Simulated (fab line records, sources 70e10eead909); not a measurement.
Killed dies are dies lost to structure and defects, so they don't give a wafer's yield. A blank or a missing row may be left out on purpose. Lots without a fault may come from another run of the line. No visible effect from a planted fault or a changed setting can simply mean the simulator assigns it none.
Problem report in the 8D (eight disciplines) form, filled by code | flow nand harc | the parts of the form that need people (team, actions taken, sign-off) are left out

## 1. THE ISSUE
At NHARC_END_SORT_01, killed dies averages 677 over 5 wafers from 2 lots, while fault-free wafers read 65, standard deviation 20. That is +31 standard deviations from the usual mean.
Earliest sighting: wafer L297.4 on prober-01 at day 28 18:31. Wafers with a number at this step in the record: 9, from 3 lots. By rule, "out" or "out of limits" means more than 4 standard deviations away from the usual mean. All remaining wafers that have a number are taken as sound.

## 2. WHAT IT IS, WHAT IT ISN'T
question                    | is                                     | is not
which readings at this step | killed dies, killed at array           | killed at other, killed at periphery, killed open, killed short
which lots                  | L297, L298                             | L285
which wafers of those lots  | L297.4, L297.6, L298.2, L298.4, L298.6 | L297.3
read on which gauges        | prober-01                              | prober-02
when                        | from day 28 18:31                      | up to then (4 sound wafers)

## 3. THE SUSPECTS, EACH WITH WHAT RULES IT OUT
Counting: any tool at a process step up to the reading remains a suspect provided it ran every lot that is out. Sound lots after the first of them don't rule it out here, since some wafers of a struck lot are sound.
- the gauge at NHARC_END_SORT_01: kept. All the wafers that are out were read on prober-01, and no step on other tools shows them out.
- pecvd-03 at NHARC_A_STAIRCASE_DEP_325 (deposits SiO2, target thk 7200 nm): kept. It ran every lot that is out, first L297 (day 22 22:46); its last sound lot up to then is L285 (day 18 09:15).
- rie diel-13 at NHARC_THIN_TSV_ETCH_44 (etches the open film in CF4/O2, target depth 1594.2 nm, time 797.1 s): kept. It ran every lot that is out and that the record shows at this step, first L297 (day 28 00:02). The record shows only 1 of the 2 lots at this step.
- pvd sputter-03 at NHARC_THIN_TSV_PVD_51 (deposits Cu, target thk 100 nm): kept. It ran every lot that is out and that the record shows at this step, first L297 (day 28 03:55). NHARC_THIN_TSV_PVD_51 gives no start for some lots, so the hours and the order of its lots are those of NHARC_THIN_TSV_CMP_21. The record shows only 1 of the 2 lots at this step.
- cmp-04 at NHARC_THIN_TSV_CMP_21 (polishes, t overpolish 30 s, target thk 2000 nm): kept. It ran every lot that is out and that the record shows at this step, first L297 (day 28 03:55); its last sound lot up to then is L285 (day 23 17:26). The record shows only 1 of the 2 lots at this step.
Left after counting: pecvd-03 at NHARC_A_STAIRCASE_DEP_325, rie diel-13 at NHARC_THIN_TSV_ETCH_44, pvd sputter-03 at NHARC_THIN_TSV_PVD_51, cmp-04 at NHARC_THIN_TSV_CMP_21, prober-01 at NHARC_END_SORT_01.

## 4. THE CAUSE (what the simulator had put in)
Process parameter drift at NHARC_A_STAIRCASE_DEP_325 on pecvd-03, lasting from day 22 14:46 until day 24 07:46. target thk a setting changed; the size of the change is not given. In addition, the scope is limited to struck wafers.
5 suspects survive the count, and this tool is in that group.

## 5. THE CHAIN OF EFFECTS, in route order
Each row: a reading whose mean over the struck wafers that have a number lies more than 3 standard deviations from the usual. Readings are gone through only where the record gives a usual standard deviation; hours: the median, over the lots, of the time from a lot's start at the first step in this table giving one to that lot's start at this step; sigmas: the change measured in usual standard deviations.
hours | step              | reading         | usual | on struck wafers | change | sigmas
0     | NHARC_END_SORT_01 | killed at array | 60    | 673              | +613   | +29
0     | NHARC_END_SORT_01 | killed dies     | 65    | 677              | +612   | +31

## 6. HOW IT WOULD HAVE BEEN CAUGHT EARLIER
The first out-of-limits reading at a measuring or inspecting step in this record came at day 28 18:31, 148 hours after the fault's start at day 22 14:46.
No tool reading at NHARC_A_STAIRCASE_DEP_325 that has a usual standard deviation in the record was out on any struck wafer, so an alarm limit of 4 standard deviations on those readings would not have fired.
By day 28 18:31 the whole set of lots that are out, 2 in number, had already begun NHARC_A_STAIRCASE_DEP_325 on pecvd-03. Holding the tool at that point would not have protected any of them.
